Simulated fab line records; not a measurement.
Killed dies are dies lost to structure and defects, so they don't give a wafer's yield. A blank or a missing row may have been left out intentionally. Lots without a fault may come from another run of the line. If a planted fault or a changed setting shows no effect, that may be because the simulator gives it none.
Matching of chambers -- flow nandHarc -- NHARC_A_CHANNEL_HOLE_D1_ETCH_44 on rieDiel-11 has 4 sister chambers
The step etches the open film in CF4/O2, target depth 140 nm, overetch 14 nm, time 77 s. 7 wafers are shown with their chamber, then 8 later ones without.

== EACH WAFER AND ITS CHAMBER ==
wafer,chamber,drypumpMotorCurrentA (A),rfVppV (V)
L074.2,1,5.85,198.5
L087.2,0,5.75,196.1
L092.2,2,5.51,196.3
L093.2,0,5.81,196.6
L093.3,3,5.57,200.7
L093.5,2,5.48,195.2
L095.1,3,5.57,199.7

== WAFERS WHOSE CHAMBER IS MISSING ==
wafer,drypumpMotorCurrentA (A),rfVppV (V)
L095.4,5.86,198.4
L095.6,5.78,197.6
L096.1,5.87,196.8
L096.5,5.81,197.9
L096.6,5.53,199.7
L097.2,5.83,198.9
L097.4,5.51,196.5
L097.5,5.55,199.4

== CHAMBER TAKEN BY EACH ==
wafer,from the rows above,in truth
L095.4,1,1
L095.6,can't be placed: 0 or 1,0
L096.1,can't be placed: 1 or 0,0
L096.5,can't be placed: 1 or 0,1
L096.6,3,3
L097.2,1,1
L097.4,2,2
L097.5,3,3
Placed correctly: 5 of 8. Unplaceable from these rows: 3, with the true chamber sitting among the candidates in 3. Placed wrongly: 0.
How it was worked out, from the rows above alone: a wafer's distance from a chamber is the root of the sum, over the readings, of the square of ((its reading less the chamber's mean) divided by the reading's scatter). The wafer belongs to the nearest chamber; if the next one is less than 2 further off, it can't be placed. The mean given for a chamber averages the wafers shown for that chamber. The scatter is the square root of a quotient: the sum, over the shown wafers, of each reading's squared deviation from its chamber's mean, divided by wafers minus chambers.
